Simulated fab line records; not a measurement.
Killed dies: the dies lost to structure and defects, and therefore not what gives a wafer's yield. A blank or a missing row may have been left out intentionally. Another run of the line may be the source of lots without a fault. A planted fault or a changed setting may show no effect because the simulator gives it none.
A struck lot beside a sound one || flow n5-finfet || 39 out of 1938 route steps
Sound: these wafers, L722.2, L722.3, L722.5. Struck: wafer L723.6 (left out: L723.5, a lot-mate that was not struck); the cause follows at the end.
Per side, at each step with rows, come the tool, then ch with its chambers, and then its first start. Under that, the readings that differ: sound wafers || struck wafers || difference of the means || sigmas: that difference in standard deviations of wafers without a fault.
alike: readings whose means differ by less than 2 such deviations, and words and numbers that are the same on both sides. not compared: withheld readings, readings that some wafer has no value for, bounds like >300 that may hide the same value, and numbers for which the record gives no deviation and whose values overlap.
A row with sigmas, a row that says differs or no value, or rows on one side alone: a step with any of these is where the two part. Non-overlapping numbers with no deviation appear without sigmas and do not part them. Lack of a reading on every wafer of one side parts them only where that side has two or more wafers.

first, 12 steps without rows for these wafers: N5_BEOL_M2_ANNEAL_87 (time 240 s); N5_BEOL_M2_SPUTTER_88 (material Cu, target thk 4.5 nm, time 8.29 s); N5_BEOL_M2_ANNEAL_89 (time 240 s); N5_BEOL_M2_SPUTTER_90 (material Cu, target thk 4.5 nm, time 8.29 s); N5_BEOL_M2_ANNEAL_91 (time 240 s); N5_BEOL_M2_SPUTTER_92 (material Cu, target thk 4.5 nm, time 8.29 s); N5_BEOL_M2_ANNEAL_93 (time 240 s); N5_BEOL_M2_SPUTTER_94 (material Cu, target thk 4.5 nm, time 8.29 s); N5_BEOL_M2_ANNEAL_95 (time 240 s); N5_BEOL_M2_SPUTTER_96 (material Cu, target thk 4.5 nm, time 8.29 s); N5_BEOL_M2_ECD_50 (material Cu, target thk 300 nm); N5_BEOL_M2_ANNEAL_51 (time 90 s).
N5_BEOL_M2_CMP_52: polishes, stops on SiOC, t overpolish 6.8 s, target thk 40 nm.
  sound on cmp-02 ch 2,3, day 8 23:48; struck on cmp-02 ch 2, day 9 02:47
{"reading": "barrier-field-endpoint-s (s)", "sound": "24.3 23.8 25.0", "struck": 41.2, "difference": "+16.8", "sigmas": "+29"}
{"reading": "overpolish-run-s (s)", "sound": "6.806 6.809 6.798", "struck": 0.030, "difference": -6.774, "sigmas": "-99 or more"}
{"reading": "time-to-endpoint-s (s)", "sound": "62 58 63", "struck": 81, "difference": "+20", "sigmas": "+7"}
  alike: edge-zone-pressure-frac, motor-current-A
N5_BEOL_M2_THK_MEAS_53: measures by xrf.
  struck on film-metro-01, day 9 02:56; sound on film-metro-02, day 9 00:06
{"reading": "M2_THK (nm)", "sound": "37.7 39.3 40.6", "struck": 151.9, "difference": "+112.7", "sigmas": "+87"}
then, 4 steps without rows for these wafers: N5_BEOL_M2_PRE_CLEAN_60 (time 15 s); N5_BEOL_M2_CO_CAP_55 (material Co, precursor CCTBA/H2, target thk 2 nm, time 102.1 s); N5_BEOL_M2_PRE_CLEAN_56 (time 15 s); N5_BEOL_M2_DEP_57 (deposits SiCN from 3MS/NH3, target thk 8 nm, time 14 s).
N5_BEOL_M2_INSPECT_59: inspects for defects (darkfield).
  struck on defect-inspect-01, day 9 03:13; sound on defect-inspect-01, day 9 00:28
{"reading": "raw-defect-count", "sound": "80 70 50", "struck": 5792, "difference": "+5725", "sigmas": "+99 or more"}
then, 18 steps without rows for these wafers: N5_BEOL_M3_ILD_DEP_00 (deposits SiOC from DEMS/O2, target thk 79 nm, time 15.3 s); N5_BEOL_M3_PECVD_72 (deposits SiO2 from TEOS/O2, target thk 16 nm, time 18 s); N5_BEOL_M3_HM_DEP_02 (deposits TiN, target thk 20 nm); N5_BEOL_M3_COAT_61 (time 60 s, resist thk 60 nm); N5_BEOL_M3_COAT_62 (time 60 s, resist thk 12 nm); N5_BEOL_M3_COAT_73 (time 60 s, resist thk 5 nm); N5_BEOL_M3_COAT_05 (resist thk 30 nm); N5_BEOL_M3_EBR_07; N5_BEOL_M3_SOFTBAKE_06 (time 60 s); N5_BEOL_M3_EXPOSE_08 (exposes mask M3); N5_BEOL_M3_PEB_09 (peb time 60 s); N5_BEOL_M3_DEVELOP_10 (develop time 30 s); N5_BEOL_M3_DESCUM_16 (chemistry O2, time 7 s); N5_BEOL_M3_ETCH_74 (etches underlayer in N2/H2, target depth 6.5 nm, time 5.2 s); N5_BEOL_M3_ETCH_63 (etches SiARC in CF4, target depth 15.6 nm, time 26 s); N5_BEOL_M3_ETCH_64 (etches SOC in N2/H2, target depth 75 nm, overetch 15 nm, time 112.5 s); N5_BEOL_M3_STRIP_65 (strips in N2/H2); N5_BEOL_M3_STRIP_75 (strips in N2/H2).
N5_BEOL_M4_RC_MEAS_101:
  the record has rows for the sound wafers here (prober-02 ch 0, day 9 21:36) and none for the struck ones
-- a jump in the record: the struck wafers' starts before and after are 6 days apart (it breaks off in module BEOL_M4 and resumes in module PASSIVATION, where the first step shown is number 1936 of the route) --
N5_PASSIVATION_PROBE_49:
  rows exist in the record for the struck wafers here (prober-01, day 14 16:52), but not for the sound ones

## WHERE THEY PART
At N5_BEOL_M2_CMP_52 first; at N5_PASSIVATION_PROBE_49 last (within this record only).

WHY: whatever the simulator had introduced
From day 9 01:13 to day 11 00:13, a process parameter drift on cmp-02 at N5_BEOL_M2_CMP_52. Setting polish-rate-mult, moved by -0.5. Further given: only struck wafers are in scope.
